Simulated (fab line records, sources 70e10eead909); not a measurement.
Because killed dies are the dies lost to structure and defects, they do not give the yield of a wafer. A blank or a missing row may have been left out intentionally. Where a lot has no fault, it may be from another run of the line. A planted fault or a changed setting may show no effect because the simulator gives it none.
Matching of chambers	flow nandHarc	4 sister chambers for NHARC_P_BONDPAD_CMP_32 on cmp-01
The step polishes SiCN, target thk 200 nm. 8 wafers are shown with their chamber, then 10 later ones without.

WAFERS WITH THEIR CHAMBER
wafer	chamber	motorCurrentA (A)
L078.1	3	12.6
L078.3	0	11.3
L082.2	3	12.5
L082.5	1	11.6
L085.3	0	11.2
L085.5	2	12.3
L086.3	1	12.0
L086.5	2	12.4

WAFERS WITHOUT THEIR CHAMBER
wafer	motorCurrentA (A)
L086.6	12.1
L090.1	12.4
L090.5	12.5
L090.6	12.4
L092.1	11.6
L092.2	11.7
L092.4	11.7
L095.1	12.1
L095.2	11.8
L095.5	12.4

CHAMBER TAKEN BY EACH
wafer	from the rows above	in truth
L086.6	can't be placed: 2 or 1 or 3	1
L090.1	can't be placed: 2 or 3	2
L090.5	can't be placed: 3 or 2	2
L090.6	can't be placed: 2 or 3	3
L092.1	can't be placed: 1 or 0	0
L092.2	1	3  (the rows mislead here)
L092.4	1	1
L095.1	can't be placed: 2 or 1 or 3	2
L095.2	1	1
L095.5	can't be placed: 2 or 3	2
Placed correctly: 2 of 10. Unplaceable from these rows: 7, with the true chamber sitting among the candidates in 7. 1 placed wrongly.
How it was worked out, from the rows above alone: a wafer's distance from a chamber is the root of the sum, over the readings, of the square of ((its reading less the chamber's mean) divided by the reading's scatter). If the next closest chamber is less than 2 further off than the closest, the wafer can't be placed; otherwise it belongs to the closest. A chamber's mean is the mean of its shown wafers. The scatter: take each reading less its chamber's mean, square it, sum over the shown wafers, divide by the number of wafers less the number of chambers, and take the root.
